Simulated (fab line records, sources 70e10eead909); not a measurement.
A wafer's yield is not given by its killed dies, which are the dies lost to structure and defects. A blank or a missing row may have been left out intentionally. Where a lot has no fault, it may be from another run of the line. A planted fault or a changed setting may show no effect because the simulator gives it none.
Which tool is to blame? :: flow nand_harc :: 21 wafers from 7 lots sampled at 5 of the route's 1159 steps

## WHAT EACH GAUGE READ, for each wafer
NHARC_A_BLC_INSPECT_28.
lot: L625
measured: day 17 21:03
on: defect_inspect-01
raw_defect_count: 348 393 504

lot: L621
measured: day 17 22:50
on: defect_inspect-01
raw_defect_count: 344 381 340

lot: L637
measured: day 20 22:02
on: defect_inspect-02
raw_defect_count: 673 392 360

lot: L638
measured: day 21 22:59
on: defect_inspect-02
raw_defect_count: 322 405 328

lot: L640
measured: day 22 03:43
on: defect_inspect-02
raw_defect_count: 500 425 563

lot: L641
measured: day 22 23:17
on: defect_inspect-02
raw_defect_count: 336 641 529

lot: L644
measured: day 23 20:52
on: defect_inspect-02
raw_defect_count: 600 462 590

## WHAT TOOL EACH LOT RAN ON (gives the tool, then ch and the chambers of the sampled wafers, and finally the start)
lot: L625
NHARC_A_CONTACT_ETCH_136: har_cap_etch-03 ch 1, day 17 11:12
NHARC_A_BLC_ETCH_18: rie_diel-02 ch 1,2,3, day 17 19:28 or earlier
NHARC_A_BLC_CVD_24: cvd_w-02 ch 0, day 17 19:28
NHARC_A_BLC_CMP_25: cmp-02 ch 0,2,3, day 17 20:40

lot: L621
NHARC_A_CONTACT_ETCH_136: har_cap_etch-02 ch 0,1, day 17 14:46
NHARC_A_BLC_ETCH_18: rie_diel-04 ch 0,2, day 17 21:28 or earlier
NHARC_A_BLC_CVD_24: cvd_w-01 ch 0, day 17 21:28
NHARC_A_BLC_CMP_25: cmp-01 ch 0,1,2, day 17 22:29

lot: L637
NHARC_A_CONTACT_ETCH_136: har_cap_etch-03 ch 0,1, day 20 12:29
NHARC_A_BLC_ETCH_18: rie_diel-02 ch 0,1,2, day 20 20:40 or earlier
NHARC_A_BLC_CVD_24: cvd_w-02 ch 0, day 20 20:40
NHARC_A_BLC_CMP_25: cmp-01 ch 0,1,3, day 20 21:38

lot: L638
NHARC_A_CONTACT_ETCH_136: har_cap_etch-02 ch 0,1, day 21 03:20
NHARC_A_BLC_ETCH_18: rie_diel-02 ch 0,1,2, day 21 22:07 or earlier
NHARC_A_BLC_CVD_24: cvd_w-01 ch 0,1, day 21 22:07
NHARC_A_BLC_CMP_25: cmp-02 ch 1,2,3, day 21 22:35

lot: L640
NHARC_A_CONTACT_ETCH_136: har_cap_etch-03 ch 0,1, day 21 16:10
NHARC_A_BLC_ETCH_18: rie_diel-04 ch 1,3, day 22 02:47 or earlier
NHARC_A_BLC_CVD_24: cvd_w-01 ch 0,1, day 22 02:47
NHARC_A_BLC_CMP_25: cmp-04 ch 1,2, day 22 03:18

lot: L641
NHARC_A_CONTACT_ETCH_136: har_cap_etch-02 ch 0,1, day 22 10:19
NHARC_A_BLC_ETCH_18: rie_diel-04 ch 0,2,3, day 22 22:21 or earlier
NHARC_A_BLC_CVD_24: cvd_w-02 ch 0,1, day 22 22:21
NHARC_A_BLC_CMP_25: cmp-01 ch 0,2,3, day 22 22:53

lot: L644
NHARC_A_CONTACT_ETCH_136: har_cap_etch-02 ch 0,1, day 23 12:54
NHARC_A_BLC_ETCH_18: rie_diel-02 ch 0,2,3, day 23 20:02 or earlier
NHARC_A_BLC_CVD_24: cvd_w-02 ch 0,1, day 23 20:02
NHARC_A_BLC_CMP_25: cmp-02 ch 0,1,3, day 23 20:29
- NHARC_A_CONTACT_ETCH_136: etches the open film in C4F8/O2/Ar, time 132 s, target depth 1287 nm.
- NHARC_A_BLC_ETCH_18: etches the open film in C4F8/O2/Ar, target depth 910 nm.
- NHARC_A_BLC_CVD_24: deposits W, target thk 150 nm, time 434 s.
- NHARC_A_BLC_CMP_25: polishes, t overpolish 30 s, target thk 150 nm.

## THE ANSWER, worked out from the rows above alone
Rule: usual is defined by the lots themselves. The widest of any qualifying gaps counts: lots, ordered by their means at a reading, are off when they make up no more than a third of the lots, leave a main group of 4 or more, and stand apart from it by 3 or more times the standard deviation of that group's means. If all means in a main group match to the digits the tables above print for the reading, that group is not used. Also off: a lot with no number at a reading for which 4 or more lots have one. Where the step has rows for the other lots, those lots are counted as sound.
Across all readings shown, no lot is off: no conclusion can be drawn from this.

## WHAT THE SIMULATOR HAD INSERTED
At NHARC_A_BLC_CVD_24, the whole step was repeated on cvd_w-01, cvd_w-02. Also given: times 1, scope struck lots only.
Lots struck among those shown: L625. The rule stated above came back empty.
